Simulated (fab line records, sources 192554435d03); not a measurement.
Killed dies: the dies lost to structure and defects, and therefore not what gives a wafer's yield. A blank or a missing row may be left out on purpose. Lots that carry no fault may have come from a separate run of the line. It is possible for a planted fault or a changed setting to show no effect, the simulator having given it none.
Split-lot trial :: flow n5-finfet :: 7 lots, 21 wafers read, on a route of 1938 steps

== SPLIT DETAILS ==
At N5_HKMG_FIN_DESCUM_17 (chemistry O2, time 7.9 s), the setting time-s was moved away from the recipe's 7.9 s on 6 of the 21 wafers read, by -15.0% to +19.9%. All remaining wafers had this setting at the recipe value.

Reading taken at the split's own step.

== THE READING ==
CAR-ArF_of_HKMG_FIN_COAT_06.thk-nm (the simulator's own value, which no gauge read), in nm, at N5_HKMG_FIN_DESCUM_17 (chemistry O2, time 7.9 s). There is no usual value for it anywhere in the file. Average 83.6 nm, standard deviation 0.24 nm, over the 15 wafers here run with the recipe.

wafer: L077.4
tool, chamber at the split: rie-diel-03, 3
time-s as run, s: 9.469
against the recipe: +19.9%
CAR-ArF_of_HKMG_FIN_COAT_06.thk-nm, nm: 82.2
against lot-mates on the recipe: -1.2

wafer: L077.5
tool, chamber at the split: rie-diel-03, 3
time-s as run, s: 9.469
against the recipe: +19.9%
CAR-ArF_of_HKMG_FIN_COAT_06.thk-nm, nm: 82.2
against lot-mates on the recipe: -1.2

wafer: L077.6
tool, chamber at the split: rie-diel-03, 2
time-s as run, s: 7.9
against the recipe: recipe
CAR-ArF_of_HKMG_FIN_COAT_06.thk-nm, nm: 83.4
against lot-mates on the recipe: -

wafer: L082.2
tool, chamber at the split: rie-diel-03, 1
time-s as run, s: 7.9
against the recipe: recipe
CAR-ArF_of_HKMG_FIN_COAT_06.thk-nm, nm: 83.8
against lot-mates on the recipe: -

wafer: L082.5
tool, chamber at the split: rie-diel-03, 2,3
time-s as run, s: 7.9
against the recipe: recipe
CAR-ArF_of_HKMG_FIN_COAT_06.thk-nm, nm: 84
against lot-mates on the recipe: -

wafer: L082.6
tool, chamber at the split: rie-diel-03, 2,3
time-s as run, s: 7.9
against the recipe: recipe
CAR-ArF_of_HKMG_FIN_COAT_06.thk-nm, nm: 84
against lot-mates on the recipe: -

wafer: L085.3
tool, chamber at the split: rie-diel-01, 1,3
time-s as run, s: 7.9
against the recipe: recipe
CAR-ArF_of_HKMG_FIN_COAT_06.thk-nm, nm: 83.4
against lot-mates on the recipe: -

wafer: L085.4
tool, chamber at the split: rie-diel-01, 1,3
time-s as run, s: 7.9
against the recipe: recipe
CAR-ArF_of_HKMG_FIN_COAT_06.thk-nm, nm: 83.4
against lot-mates on the recipe: -

wafer: L085.5
tool, chamber at the split: rie-diel-01, 2
time-s as run, s: 7.9
against the recipe: recipe
CAR-ArF_of_HKMG_FIN_COAT_06.thk-nm, nm: 83.6
against lot-mates on the recipe: -

wafer: L087.3
tool, chamber at the split: rie-diel-03, 3,0
time-s as run, s: 7.9
against the recipe: recipe
CAR-ArF_of_HKMG_FIN_COAT_06.thk-nm, nm: 83.4
against lot-mates on the recipe: -

wafer: L087.6
tool, chamber at the split: rie-diel-03, 3,0
time-s as run, s: 7.9
against the recipe: recipe
CAR-ArF_of_HKMG_FIN_COAT_06.thk-nm, nm: 83.4
against lot-mates on the recipe: -

wafer: L087.4
tool, chamber at the split: rie-diel-03, 1
time-s as run, s: 7.9
against the recipe: recipe
CAR-ArF_of_HKMG_FIN_COAT_06.thk-nm, nm: 84
against lot-mates on the recipe: -

wafer: L091.1
tool, chamber at the split: rie-diel-06, 2
time-s as run, s: 7.373
against the recipe: -6.7%
CAR-ArF_of_HKMG_FIN_COAT_06.thk-nm, nm: 84.2
against lot-mates on the recipe: +0.7

wafer: L091.2
tool, chamber at the split: rie-diel-06, 3
time-s as run, s: 7.9
against the recipe: recipe
CAR-ArF_of_HKMG_FIN_COAT_06.thk-nm, nm: 83.6
against lot-mates on the recipe: -

wafer: L091.3
tool, chamber at the split: rie-diel-06, 1
time-s as run, s: 7.9
against the recipe: recipe
CAR-ArF_of_HKMG_FIN_COAT_06.thk-nm, nm: 83.4
against lot-mates on the recipe: -

wafer: L092.1
tool, chamber at the split: rie-diel-01, 2
time-s as run, s: 8.542
against the recipe: +8.1%
CAR-ArF_of_HKMG_FIN_COAT_06.thk-nm, nm: 83.4
against lot-mates on the recipe: -0.1

wafer: L092.3
tool, chamber at the split: rie-diel-01, 3
time-s as run, s: 7.9
against the recipe: recipe
CAR-ArF_of_HKMG_FIN_COAT_06.thk-nm, nm: 83.4
against lot-mates on the recipe: -

wafer: L092.5
tool, chamber at the split: rie-diel-01, 2
time-s as run, s: 7.9
against the recipe: recipe
CAR-ArF_of_HKMG_FIN_COAT_06.thk-nm, nm: 83.6
against lot-mates on the recipe: -

wafer: L095.1
tool, chamber at the split: rie-diel-06, 2
time-s as run, s: 6.717
against the recipe: -15.0%
CAR-ArF_of_HKMG_FIN_COAT_06.thk-nm, nm: 84.4
against lot-mates on the recipe: +1.0

wafer: L095.2
tool, chamber at the split: rie-diel-06, 0
time-s as run, s: 7.9
against the recipe: recipe
CAR-ArF_of_HKMG_FIN_COAT_06.thk-nm, nm: 83.4
against lot-mates on the recipe: -

wafer: L095.5
tool, chamber at the split: rie-diel-06, 2
time-s as run, s: 6.717
against the recipe: -15.0%
CAR-ArF_of_HKMG_FIN_COAT_06.thk-nm, nm: 84
against lot-mates on the recipe: +0.6
Where a row lists several chambers, the file gives one row for several wafers and doesn't say which wafer went through which chamber.

FIT RESULTS
A straight line over all 21 wafers: CAR-ArF_of_HKMG_FIN_COAT_06.thk-nm changes by -0.0585 nm for each +1% of time-s; r = -0.88; the points scatter about the line by 0.26 nm.
The same after taking each lot's own level away (the mean of its wafers on the recipe; 21 wafers): -0.0574 nm for each +1%; r = -0.93; scatter 0.19 nm.
That fit puts the effect of the largest move of time-s on the reading at 1.1 nm.
Across the lots, their own levels run from 83.40 to 83.93 nm, a range of 2.3 times the standard deviation given above.
The two slopes are in agreement: the lot-to-lot level therefore moves the slope only a little.
Check: for one of the wafers moved furthest among these (+19.9%), held out of the fit, the line's prediction against its lot-mates is -1.08 nm. It came out at -1.2 nm against them.

== THE OTHER SPLITS THESE WAFERS WENT THROUGH ==
Note: prior to the reading, these wafers also went through further splits. Each is held against what the fit with the lots' levels taken away leaves over:
other split on the same wafers: N5_SD_EPI_N_ETCH_45 target-depth-a
wafers away from the commonest value: 8
r with CAR-ArF_of_HKMG_FIN_COAT_06.thk-nm (lot level and that fit taken away): +0.23

other split on the same wafers: N5_SD_EPI_N_EPI_21 epi-growth-time-s
wafers away from the commonest value: 10
r with CAR-ArF_of_HKMG_FIN_COAT_06.thk-nm (lot level and that fit taken away): +0.00

other split on the same wafers: N5_SDB_CUT_ETCH_26 bias-w
wafers away from the commonest value: as run: not given for these wafers
r with CAR-ArF_of_HKMG_FIN_COAT_06.thk-nm (lot level and that fit taken away): -

other split on the same wafers: N5_SDB_ALD_29 ald-cycles
wafers away from the commonest value: 4
r with CAR-ArF_of_HKMG_FIN_COAT_06.thk-nm (lot level and that fit taken away): -0.22

== FILE'S OWN FIT ==
CAR-ArF_of_HKMG_FIN_COAT_06.thk-nm changes by -0.0566 nm for each +1% of time-s, r = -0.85.
